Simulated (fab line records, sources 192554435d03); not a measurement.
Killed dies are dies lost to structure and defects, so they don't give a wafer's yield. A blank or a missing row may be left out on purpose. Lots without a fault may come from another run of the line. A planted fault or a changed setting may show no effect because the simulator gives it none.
Chamber matching | flow n5_finfet | N5_BEOL_M11_DESCUM_16 on rie_diel-01: 4 sister chambers
The step chemistry O2, time 7.9 s. 4 wafers are shown with their chamber, then 7 later ones without.

WAFERS WITH THEIR CHAMBER
wafer  | chamber | showerhead_plenum_p_Torr (Torr)
L082.2 | 1       | 2.15
L082.6 | 3       | 2.12
L086.1 | 0       | 2.00
L086.2 | 2       | 2.14

WAFERS WITHOUT THEIR CHAMBER
wafer  | showerhead_plenum_p_Torr (Torr)
L086.4 | 2.12
L092.2 | 2.14
L092.4 | 2.11
L092.6 | 2.00
L096.1 | 1.99
L096.4 | 2.13
L096.6 | 2.13

WHICH CHAMBER EACH WENT THROUGH
wafer  | from the rows above          | in truth
L086.4 | 3                            | 3
L092.2 | can't be placed: 2 or 1      | 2
L092.4 | 3                            | 3
L092.6 | 0                            | 0
L096.1 | 0                            | 0
L096.4 | can't be placed: 3 or 2 or 1 | 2
L096.6 | can't be placed: 3 or 2 or 1 | 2
Placed correctly: 4 of 7. Can't be placed from these rows: 3 (the true chamber is among the candidates in 3). Placed wrongly: 0.
How it was worked out, from the rows above alone: a wafer's distance from a chamber is the root of the sum, over the readings, of the square of ((its reading less the chamber's mean) divided by the reading's scatter). The wafer belongs to the nearest chamber; if the next one is less than 2 further off, it can't be placed. A chamber's mean is the mean of its shown wafers. The scatter: with one shown wafer a chamber, the root of the mean of the squares of how far each hidden wafer lies from its nearest shown one.
